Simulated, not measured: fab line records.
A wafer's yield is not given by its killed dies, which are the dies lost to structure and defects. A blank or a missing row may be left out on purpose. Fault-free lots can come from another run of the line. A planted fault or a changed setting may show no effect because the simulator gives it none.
Chamber matching | flow n5 finfet | N5_BEOL_M11_DEP_56 on pecvd-02 has 3 sister chambers
The step deposits SiCN from 3MS/NH3, target thk 30 nm, time 10.5 s. 6 wafers are shown with their chamber, then 7 later ones without.

WAFERS WITH THEIR CHAMBER
wafer  | chamber | showerhead plenum p Torr (Torr) | throttle valve pct (%)
L322.1 | 2       | 4.157                           | 16.7
L329.5 | 1       | 4.135                           | 16.7
L330.1 | 2       | 4.163                           | 16.7
L330.5 | 0       | 4.149                           | 17.2
L336.2 | 1       | 4.117                           | 16.7
L336.5 | 0       | 4.140                           | 16.9

WAFERS MISSING THEIR CHAMBER
wafer  | showerhead plenum p Torr (Torr) | throttle valve pct (%)
L336.6 | 4.132                           | 16.7
L340.3 | 4.132                           | 16.7
L340.4 | 4.119                           | 16.7
L340.6 | 4.144                           | 17.1
L341.1 | 4.128                           | 16.8
L341.4 | 4.137                           | 17.3
L341.5 | 4.185                           | 16.9

WHICH CHAMBER EACH WENT THROUGH
wafer  | from the rows above     | in truth
L336.6 | 1                       | 1
L340.3 | 1                       | 1
L340.4 | 1                       | 1
L340.6 | 0                       | 0
L341.1 | can't be placed: 1 or 0 | 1
L341.4 | 0                       | 0
L341.5 | can't be placed: 2 or 0 | 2
Correct placement for 5 of the 7. From these rows, 2 cannot be placed; in 2 the true chamber is one of the candidates. 0 placed wrongly.
How it was worked out, from the rows above alone: a wafer's distance from a chamber is the root of the sum, over the readings, of the square of ((its reading less the chamber's mean) divided by the reading's scatter). The wafer belongs to the nearest chamber; if the next one is less than 2 further off, it can't be placed. For every chamber, the mean is computed from those of its wafers that are shown. The scatter is the square root of a quotient: the sum, over the shown wafers, of each reading's squared deviation from its chamber's mean, divided by wafers minus chambers.
